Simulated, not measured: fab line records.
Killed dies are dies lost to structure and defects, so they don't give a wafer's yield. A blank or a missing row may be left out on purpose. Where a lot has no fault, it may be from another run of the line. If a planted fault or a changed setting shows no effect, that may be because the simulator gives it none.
fab line records | flow n5Finfet | part 1 of 2: steps 1 to 4 of 6
[record] lots = 20 wafers = 60 lastDay = 19
route steps=1938 shown FIN_SAQP@112
lots that met no fault: taken from a fault-free run of the same line
startH: start of the lot's first displayed wafer, in hours after the record's first day | waitH: how many hours have passed since the lot's step before this one | " as in the row above | L1.1+2: a single row standing in for several wafers | - no value, or no start given | * or withheld: withheld | < > ~ a bound
route shown NAME@n: a module of which the file shows steps, and the number in the route of the first | usual: mean and standard deviation over wafers with no fault | same: alike in all rows | chamber/n: place in a boat | sites: the reading at each site | _std_site: their standard deviation | _edge_site: outer sites' mean less inner sites' | radiusMm: for every site, how far away it sits from the centre of the wafer | mask NAME#n: copy n | behind: the tool/chamber that last shaped the wafer | hold: reason for holding the lot/hours on hold/outcome of the hold | device: names the non-switching transistor (n, p or np) | end of line: the route-end tests of the same wafers | for a step that has no rows: nothing shown but its recipe | killed: at the first sort, the dies lost to defects and structure; wafer yield is something else | map: a wafer's dies, marking killed ones x, the rest . and places with no die _
set.NAME: the setting as run; set.NAME@STEP: as run at that earlier step | model.NAME: the simulator's own value behind a step, which no gauge read
route steps across a sampled set of lots; one table per step, one row per wafer
services: a tool's chamber out of use, with start hour (startH, from the record's first day; less than 0 if before it), hours out, and reason
[[steps]]
[step N5_FIN_SAQP_OVL_MEAS_17]
[recipe] pointsPerWafer = 44
[usual] FIN_CORE_OVL = 0.2/0.84
// columns lot.wafer tool chamber startH waitH FIN_CORE_OVL[nm]
L074.1 overlay-02 0 21.80 0.0 -0.7
L074.2 " 0 " " -0.3
L074.3 " 0 " " 0.2
L078.1 overlay-02 0 45.74 0.0 -2.5
L078.3 " 0 " " -0.2
L078.6 " 0 " " 0.9
L079.2 overlay-01 0 51.78 0.0 0.9
L079.3 " 0 " " 0.0
L079.6 " 0 " " 0.3
L080.1 overlay-01 0 57.42 0.0 0.0
L080.2 " 0 " " 1.2
L080.6 " 0 " " 0.0
L081.2 overlay-02 0 63.67 0.0 0.8
L081.5 " 0 " " 0.5
L081.6 " 0 " " 1.4
L082.1 overlay-01 0 70.67 0.0 0.5
L082.2 " 0 " " 1.8
L082.5 " 0 " " 0.8
L084.4 overlay-02 0 82.17 0.0 0.0
L084.5 " 0 " " -0.3
L084.6 " 0 " " 0.2
L085.2 overlay-01 0 88.32 0.0 0.1
L085.4 " 0 " " 0.7
L085.5 " 0 " " 0.5
L086.1 overlay-02 0 93.24 0.0 0.3
L086.2 " 0 " " -1.1
L086.6 " 0 " " -1.3
L087.4 overlay-02 0 100.59 0.0 -0.7
L087.5 " 0 " " -0.2
L087.6 " 0 " " 0.0
L088.1 overlay-01 0 105.59 0.0 0.6
L088.3 " 0 " " -1.2
L088.5 " 0 " " -0.4
L089.1 overlay-01 0 111.50 0.0 -0.1
L089.5 " 0 " " 0.4
L089.6 " 0 " " -0.4
L090.1 overlay-02 0 117.45 0.0 0.3
L090.2 " 0 " " 0.3
L090.5 " 0 " " -0.5
L091.2 overlay-01 0 123.50 0.0 1.7
L091.3 " 0 " " 1.2
L091.4 " 0 " " 1.3
L092.1 overlay-02 0 130.91 0.0 -0.4
L092.2 " 0 " " -0.3
L092.6 " 0 " " 0.6
L093.3 overlay-02 0 137.90 0.0 -0.8
L093.5 " 0 " " -0.3
L093.6 " 0 " " -0.2
L094.1 overlay-02 0 142.90 0.0 0.3
L094.4 " 0 " " -0.4
L094.5 " 0 " " 0.5
L095.2 overlay-01 0 154.05 0.0 0.2
L095.3 " 0 " " 0.7
L095.6 " 0 " " 0.0
L096.2 overlay-01 0 154.34 0.0 -1.0
L096.5 " 0 " " -0.4
L096.6 " 0 " " -0.9
L097.1 overlay-01 0 162.82 0.0 1.2
L097.3 " 0 " " 0.7
L097.6 " 0 " " 0.7
[step N5_FIN_SAQP_ETCH_51]
[recipe] chemistry = CF4 target = SiARC targetDepthA = 455 maskMaterial = CAR-ArF timeS = 75.8 ionEnergyEv = 80 pressureMtorr = 40 sourceW = 545 biasW = 36 Ar_flow_sccm = 100 cf4FlowSccm = 100 ends = cleared
[usual] drypumpMotorCurrentA = 5.8/0.4 etchRfOnTimeS = 76.7/1.6 oesProductAu = 0.65/0.069 rfFwdPowerW = 538.8/2 rfVppV = 184.2/1.3 showerheadPlenumPTorr = 2.15/0.078 throttleValvePct = 15.69/0.23
// columns lot.wafer tool chamber startH waitH drypumpMotorCurrentA etchRfOnTimeS oesProductAu rfFwdPowerW rfHoursCounterH rfVppV showerheadPlenumPTorr throttleValvePct
L074.1 rieDiel-05 3 21.89 0.0 6.1 74.2 0.66 538.9 156 182.2 2.05 15.56
L074.2 " 2 " " 6.1 77.5 0.67 539.4 124 184.6 2.23 15.70
L074.3 " 1 " " 5.5 78.9 0.61 539.3 181 185.0 2.13 15.77
L078.1 rieDiel-01 2 45.90 0.0 5.5 76.5 0.84 538.8 2 184.7 2.19 15.31
L078.3 " 3 " " 5.7 77.6 0.61 543.7 214 182.0 2.05 16.27
L078.6 " 3 " " 5.7 77.6 0.61 541.2 - 182.7 2.05 16.25
L079.2 rieDiel-03 1 51.87 0.0 6.1 76.5 0.60 538.5 222 185.7 2.13 15.50
L079.3 " 0 " " 6.2 77.3 0.63 538.8 143 184.7 2.24 15.77
L079.6 " 0 " " 6.2 77.4 0.63 537.9 - 184.7 2.24 15.78
L080.1 rieDiel-01 3 57.62 0.0 5.7 77.5 0.61 541.3 219 185.0 2.05 16.27
L080.2 " 0 " " 5.1 78.3 0.71 538.8 51 184.7 2.26 15.49
L080.6 " 0 " " 5.1 78.0 0.72 537.8 - 185.5 2.26 15.48
L081.2 rieDiel-03 2 63.76 0.0 5.2 76.1 0.61 536.4 197 183.8 2.13 15.86
L081.5 " 2 " " 5.2 76.5 0.61 539.2 - 183.5 2.13 15.86
L081.6 " 0 " " 6.2 78.5 0.62 538.2 - 185.5 2.24 15.79
L082.1 rieDiel-03 0 70.76 0.0 6.2 78.0 0.62 541.1 152 184.6 2.23 15.79
L082.2 " 1 " " 6.1 77.0 0.60 541.0 231 182.5 2.13 15.49
L082.5 " 2 " " 5.2 75.6 0.61 538.5 - 185.4 2.13 15.84
L084.4 rieDiel-05 0 82.39 0.0 6.1 74.7 0.61 537.6 212 182.1 2.04 15.54
L084.5 " 1 " " 5.5 79.5 0.58 539.1 - 183.6 2.12 15.79
L084.6 " 2 " " 6.1 77.3 0.65 537.0 - 185.6 2.22 15.73
L085.2 rieDiel-05 1 88.43 0.0 5.5 79.6 0.59 539.9 204 183.5 2.12 15.81
L085.4 " 3 " " 6.1 74.8 0.63 538.8 178 182.4 2.05 15.60
L085.5 " 2 " " 6.1 76.6 0.65 536.2 - 184.9 2.22 15.76
L086.1 rieDiel-01 1 93.34 0.0 6.1 73.2 0.85 536.8 4 186.0 2.18 15.21
L086.2 " 3 " " 5.6 76.9 0.60 541.0 233 183.0 2.05 16.29
L086.6 " 1 " " 6.1 73.3 0.85 538.1 - 183.7 2.18 15.21
L087.4 rieDiel-03 2 100.71 0.0 5.2 76.4 0.60 535.2 - 183.8 2.13 15.89
L087.5 " 0 " " 6.2 78.4 0.61 538.6 - 184.4 2.23 15.83
L087.6 " 1 " " 6.1 76.8 0.59 539.6 - 184.0 2.12 15.54
L088.1 rieDiel-05 2 105.71 0.0 6.2 77.3 0.64 535.2 154 184.9 2.22 15.76
L088.3 " 1 " " 5.5 79.8 0.58 540.8 211 185.4 2.12 15.82
L088.5 " 1 " " 5.5 79.5 0.59 538.8 - 182.9 2.12 15.83
L089.1 rieDiel-05 3 111.70 0.0 6.1 75.2 0.63 538.3 187 182.4 2.04 15.62
L089.5 " 0 " " 6.1 74.3 0.61 540.9 - 181.9 2.03 15.57
L089.6 " 3 " " 6.1 74.6 0.64 540.0 - 182.9 2.04 15.62
L090.1 rieDiel-05 2 117.54 0.0 6.1 76.9 0.63 538.5 158 185.3 2.22 15.75
L090.2 " 1 " " 5.5 78.9 0.59 536.8 215 183.4 2.12 15.84
L090.5 " 2 " " 6.1 76.8 0.64 538.7 - 185.0 2.22 15.77
L091.2 rieDiel-05 0 123.59 0.0 6.1 74.1 0.61 539.2 225 182.4 2.03 15.58
L091.3 " 1 " " 5.5 78.4 0.58 538.7 216 183.6 2.12 15.84
L091.4 " 2 " " 6.1 76.1 0.64 537.4 160 183.9 2.22 15.75
L092.1 rieDiel-05 0 131.03 0.0 6.1 74.6 0.61 536.2 229 184.4 2.03 15.59
L092.2 " 1 " " 5.5 80.1 0.58 538.2 219 183.1 2.12 15.85
L092.6 " 2 " " 6.1 76.5 0.63 535.4 - 186.4 2.22 15.78
L093.3 rieDiel-01 1 138.11 0.0 6.1 73.4 0.79 536.3 21 185.9 2.18 15.26
L093.5 " 1 " " 6.1 73.5 0.79 537.3 - 184.1 2.18 15.26
L093.6 " 2 " " 5.6 76.8 0.77 539.6 - 185.1 2.18 15.33
L094.1 rieDiel-03 0 142.99 0.0 6.2 77.7 0.60 537.6 186 184.1 2.22 15.86
L094.4 " 2 " " 5.2 76.1 0.59 533.9 - 183.1 2.12 15.91
L094.5 " 1 " " 6.1 76.7 0.58 540.0 - 184.0 2.12 15.57
L095.2 rieDiel-01 2 155.61 0.0 5.5 77.0 0.76 540.5 34 184.9 2.18 15.37
L095.3 " 3 " " 5.7 76.8 0.83 542.0 1 185.9 2.30 15.82
L095.6 " 0 " " 5.2 78.9 0.67 538.8 - 185.5 2.25 15.58
L096.2 rieDiel-01 3 155.87 0.0 5.7 76.3 0.82 542.2 1 184.2 2.30 15.83
L096.5 " 1 " " 6.1 73.4 0.78 536.5 - 184.4 2.17 15.27
L096.6 " 0 " " 5.2 76.9 0.68 538.3 - 186.6 2.25 15.55
L097.1 rieDiel-01 0 163.21 0.0 5.1 77.4 0.67 538.0 96 186.2 2.24 15.58
L097.3 " 2 " " 5.5 76.9 0.76 540.4 39 184.1 2.17 15.37
L097.6 " 0 " " 5.2 77.4 0.67 540.6 - 186.2 2.24 15.56
[step N5_FIN_SAQP_STRIP_55]
[recipe] chemistry = N2/H2 powerW = 500 tempC = 40 pressureMtorr = 50 rfFrequencyHz = 6e+07 overashFraction = 0.3 biasPowerW = 28 h2Frac = 0.5 n2FlowSccm = 300 h2FlowSccm = 300
[usual] drypumpMotorCurrentA = 5.8/0.42 oesProductAu = 0.75/0.082 rfVppV = 121.7/1.4 showerheadPlenumPTorr = 3.36/0.13 throttleValvePct = 18.90/0.25
// columns lot.wafer tool chamber startH waitH drypumpMotorCurrentA oesProductAu rfHoursCounterH rfVppV showerheadPlenumPTorr throttleValvePct
L074.1 rieDiel-01 0 22.25 0.1 5.1 0.88 37 125.2 3.55 18.53
L074.2 " 1 " " 6.1 0.68 234 121.6 3.45 19.13
L074.3 " 3 " " 5.7 0.72 205 120.4 3.20 19.49
L078.1 rieDiel-03 2 46.24 0.1 5.2 0.72 190 121.2 3.32 18.79
L078.3 " 1 " " 6.1 0.70 221 120.8 3.34 18.82
L078.6 " 2 " " 5.2 0.72 - 123.2 3.32 18.82
L079.2 rieDiel-03 2 52.22 0.1 5.2 0.74 192 121.2 3.32 18.81
L079.3 " 0 " " 6.1 0.75 143 124.3 3.50 18.96
L079.6 " 0 " " 6.2 0.74 - 121.6 3.50 18.99
L080.1 rieDiel-01 0 58.00 0.1 5.2 0.84 51 121.0 3.54 18.56
L080.2 " 2 " " 5.6 0.97 7 121.5 3.44 18.64
L080.6 " 2 " " 5.6 0.96 - 123.5 3.44 18.63
L081.2 rieDiel-05 1 64.11 0.1 5.5 0.71 195 121.1 3.31 18.82
L081.5 " 2 " " 6.1 0.77 - 122.5 3.50 18.84
L081.6 " 3 " " 6.2 0.75 - 122.6 3.21 18.66
L082.1 rieDiel-05 0 71.12 0.1 6.1 0.71 208 121.7 3.19 18.93
L082.2 " 2 " " 6.1 0.76 140 122.6 3.50 18.84
L082.5 " 2 " " 6.1 0.77 - 120.1 3.50 18.87
L084.4 rieDiel-01 0 82.75 0.1 5.2 0.84 - 124.3 3.54 18.58
L084.5 " 0 " " 5.2 0.83 - 124.9 3.54 18.56
L084.6 " 3 " " 5.7 0.70 - 119.4 3.19 19.52
L085.2 rieDiel-01 3 88.78 0.1 5.7 0.71 231 121.1 3.19 19.54
L085.4 " 1 " " 6.1 1.00 - 123.1 3.44 18.68
L085.5 " 3 " " 5.7 0.70 - 121.5 3.19 19.50
L086.1 rieDiel-03 2 93.68 0.1 5.2 0.71 211 119.1 3.31 18.84
L086.2 " 1 " " 6.1 0.69 242 120.5 3.33 18.88
L086.6 " 0 " " 6.2 0.73 - 122.7 3.49 19.00
L087.4 rieDiel-03 2 101.06 0.1 5.2 0.71 - 121.0 3.31 18.87
L087.5 " 1 " " 6.1 0.68 - 122.5 3.33 18.91
L087.6 " 0 " " 6.2 0.72 - 120.8 3.49 19.00
L088.1 rieDiel-01 0 106.09 0.1 5.2 0.82 72 124.0 3.53 18.57
L088.3 " 1 " " 6.1 0.96 11 122.6 3.44 18.70
L088.5 " 0 " " 5.2 0.83 - 122.6 3.53 18.59
L089.1 rieDiel-01 0 112.06 0.1 5.2 0.81 74 122.3 3.53 18.57
L089.5 " 0 " " 5.2 0.83 - 122.1 3.53 18.57
L089.6 " 3 " " 5.7 0.70 - 120.5 3.19 19.56
L090.1 rieDiel-05 0 117.89 0.1 6.1 0.70 223 122.7 3.18 18.93
L090.2 " 1 " " 5.6 0.68 215 122.4 3.30 18.89
L090.5 " 1 " " 5.5 0.69 - 121.4 3.30 18.83
L091.2 rieDiel-01 2 123.94 0.1 5.6 0.92 20 123.3 3.44 18.64
L091.3 " 3 " " 5.7 0.71 245 121.9 3.18 19.52
L091.4 " 0 " " 5.1 0.83 78 121.4 3.53 18.61
L092.1 rieDiel-05 2 131.38 0.1 6.2 0.73 163 122.9 3.49 18.87
L092.2 " 3 " " 6.1 0.73 194 122.0 3.19 18.74
L092.6 " 1 " " 5.5 0.68 - 120.8 3.30 18.87
L093.3 rieDiel-03 1 138.45 0.1 6.1 0.69 264 122.2 3.32 18.91
L093.5 " 2 " " 5.2 0.70 - 122.0 3.30 18.89
L093.6 " 1 " " 6.1 0.67 - 122.4 3.32 18.92
L094.1 rieDiel-03 0 143.34 0.1 6.2 0.71 186 121.0 3.47 19.04
L094.4 " 1 " " 6.1 0.68 - 121.3 3.32 18.91
L094.5 " 0 " " 6.2 0.71 - 122.1 3.47 19.03
L095.2 rieDiel-01 3 156.10 0.2 5.7 1.00 1 122.7 3.59 19.15
L095.3 " 2 " " 5.5 0.89 35 122.2 3.43 18.67
L095.6 " 3 " " 5.7 0.98 - 124.8 3.59 19.15
L096.2 rieDiel-03 0 156.27 0.1 6.2 0.70 194 120.9 3.47 19.07
L096.5 " 0 " " 6.2 0.70 - 123.9 3.47 19.06
L096.6 " 1 " " 6.1 0.66 - 119.1 3.32 18.96
L097.1 rieDiel-03 1 163.56 0.1 6.1 0.66 278 122.3 3.32 18.91
L097.3 " 0 " " 6.2 0.69 199 122.6 3.47 19.05
L097.6 " 2 " " 5.2 0.69 - 120.5 3.29 18.91
[step N5_FIN_SAQP_SPACER1_ALD_24]
[recipe] material = SiO2 targetThkA = 203 tempC = 300 aldPrecursorFamily = BDEAS aldCoReactant = O2-plasma pulseTimeS = 1 purgeTimeS = 2 coReactantPurgeTimeS = 2 aldCycles = 218 pressureTorr = 2
[usual] heaterPowerW = 486/41 precursorPulseHeightRel = 1.001/0.02
// columns lot.wafer tool chamber startH waitH heaterPowerW precursorPulseHeightRel
L074.1 aldSin-04 2 22.95 0.3 541 1.010
L074.2 " 0 " " 548 1.007
L074.3 " 1 " " 520 1.003
L078.1 aldSin-04 1 46.95 0.3 528 0.992
L078.3 " 0 " " 540 0.987
L078.6 " 1 " " 536 0.972
L079.2 aldSin-03 3 53.40 0.7 433 1.009
L079.3 " 0 " " 442 0.997
L079.6 " 0 " " 428 1.031
L080.1 aldSin-02 2 58.71 0.3 476 1.041
L080.2 " 0 " " 455 0.986
L080.6 " 1 " " 503 0.984
L081.2 aldSin-03 3 64.82 0.3 445 0.996
L081.5 " 0 " " 424 1.000
L081.6 " 1 " " 489 0.984
L082.1 aldSin-03 2 72.71 1.1 487 0.986
L082.2 " 0 " " 430 0.960
L082.5 " 2 " " 480 1.038
L084.4 aldSin-04 2 83.47 0.2 541 0.994
L084.5 " 2 " " 533 1.031
L084.6 " 3 " " 414 0.957
L085.2 aldSin-03 1 90.28 0.8 506 0.988
L085.4 " 0 " " 444 0.971
L085.5 " 0 " " 430 0.975
L086.1 aldSin-02 3 94.39 0.3 490 1.003
L086.2 " 2 " " 499 0.988
L086.6 " 0 " " 476 0.971
L087.4 aldSin-04 2 101.75 0.1 521 0.993
L087.5 " 1 " " 529 1.017
L087.6 " 0 " " 547 0.991
L088.1 aldSin-04 1 106.80 0.3 542 0.994
L088.3 " 2 " " 530 1.007
L088.5 " 0 " " 565 0.986
L089.1 aldSin-02 0 113.14 0.5 468 1.000
L089.5 " 3 " " 485 1.013
L089.6 " 2 " " 499 0.972
L090.1 aldSin-03 3 118.86 0.5 451 0.984
L090.2 " 0 " " 422 0.984
L090.5 " 3 " " 447 0.977
L091.2 aldSin-04 3 124.71 0.3 404 1.008
L091.3 " 0 " " 548 1.000
L091.4 " 1 " " 523 1.001
L092.1 aldSin-03 1 132.10 0.3 496 1.028
L092.2 " 0 " " 428 0.995
L092.6 " 0 " " 439 0.997
L093.3 aldSin-02 2 139.16 0.1 486 1.024
L093.5 " 1 " " 507 1.000
L093.6 " 2 " " 487 1.031
L094.1 aldSin-02 0 144.27 0.3 469 1.002
L094.4 " 2 " " 491 0.976
L094.5 " 3 " " 484 0.988
L095.2 aldSin-02 3 156.81 0.3 476 1.007
L095.3 " 1 " " 512 1.020
L095.6 " 0 " " 459 0.994
L096.2 aldSin-04 1 157.17 0.3 520 1.005
L096.5 " 0 " " 569 0.985
L096.6 " 1 " " 529 0.967
L097.1 aldSin-02 1 164.41 0.4 500 1.027
L097.3 " 2 " " 491 1.010
L097.6 " 0 " " 456 1.026
